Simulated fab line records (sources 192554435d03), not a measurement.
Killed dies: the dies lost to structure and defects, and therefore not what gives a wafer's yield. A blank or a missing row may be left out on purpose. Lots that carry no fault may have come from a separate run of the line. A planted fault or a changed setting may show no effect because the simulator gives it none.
Chamber matching    flow n5-finfet    N5_BEOL_M8_ALD_77 on ald-metal-01: 4 sister chambers
The step deposits TaN, target thk 2 nm, pulse time 2 s, purge time 3 s. 14 wafers are shown with their chamber, then 7 later ones without.

== WAFERS WITH THEIR CHAMBER ==
wafer   chamber  heater-power-w (W)  precursor-vessel-carrier-sccm (sccm)  susceptor-temp-C (C)
L079.1  0        456                 1000                                  275.02
L079.4  0        460                 1002                                  274.99
L079.6  1        402                 1003                                  275.33
L085.2  2        404                 993                                   275.20
L085.4  3        420                 998                                   274.67
L085.6  3        417                 997                                   275.06
L087.1  3        417                 1001                                  275.13
L087.2  2        411                 996                                   275.36
L087.5  2        408                 999                                   275.26
L089.1  1        392                 1000                                  274.84
L089.4  3        402                 1003                                  275.11
L089.6  2        402                 993                                   275.15
L092.2  0        458                 1006                                  274.73
L092.4  2        401                 994                                   275.08

SIGNATURES (means of the wafers above)
reading                        chamber 0  chamber 1  chamber 2  chamber 3  scatter within a chamber
heater-power-w                 458.00     397.00     405.20     414.00     5.72
precursor-vessel-carrier-sccm  1002.67    1001.50    995.00     999.75     2.68
susceptor-temp-C               274.9133   275.0850   275.2100   274.9925   0.189
Rule: distance of a wafer from a chamber = root of the sum over the readings of ((wafer's reading minus chamber's mean) / reading's scatter) squared. The wafer belongs to the nearest chamber; if the next one is less than 2 further off, it can't be placed. The scatter: the root of (the sum of the squares of (reading less its chamber's mean) over the shown wafers, divided by (wafers less chambers)).

== WAFERS WHOSE CHAMBER IS MISSING ==
wafer   heater-power-w (W)  precursor-vessel-carrier-sccm (sccm)  susceptor-temp-C (C)
L092.5  408                 1004                                  275.18
L093.2  399                 999                                   274.73
L093.4  413                 998                                   275.06
L093.6  407                 998                                   274.71
L097.1  368                 999                                   274.93
L097.3  362                 1002                                  274.95
L097.6  383                 1004                                  275.01

== EACH ONE'S CHAMBER ==
wafer    from the rows above            in truth
L092.5   can't be placed: 3 or 1 or 2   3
L093.2   can't be placed: 1 or 3 or 2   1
L093.4   can't be placed: 3 or 2        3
L093.6   can't be placed: 3 or 2 or 1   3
L097.1   can't be placed: 1 or 2        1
L097.3   can't be placed: 1 or 2        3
L097.6   1                              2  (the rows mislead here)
Correct placement for 0 of the 7. Cannot be placed on the basis of these rows: 6; the candidates contain the true chamber in 5. Placed wrongly: 1.
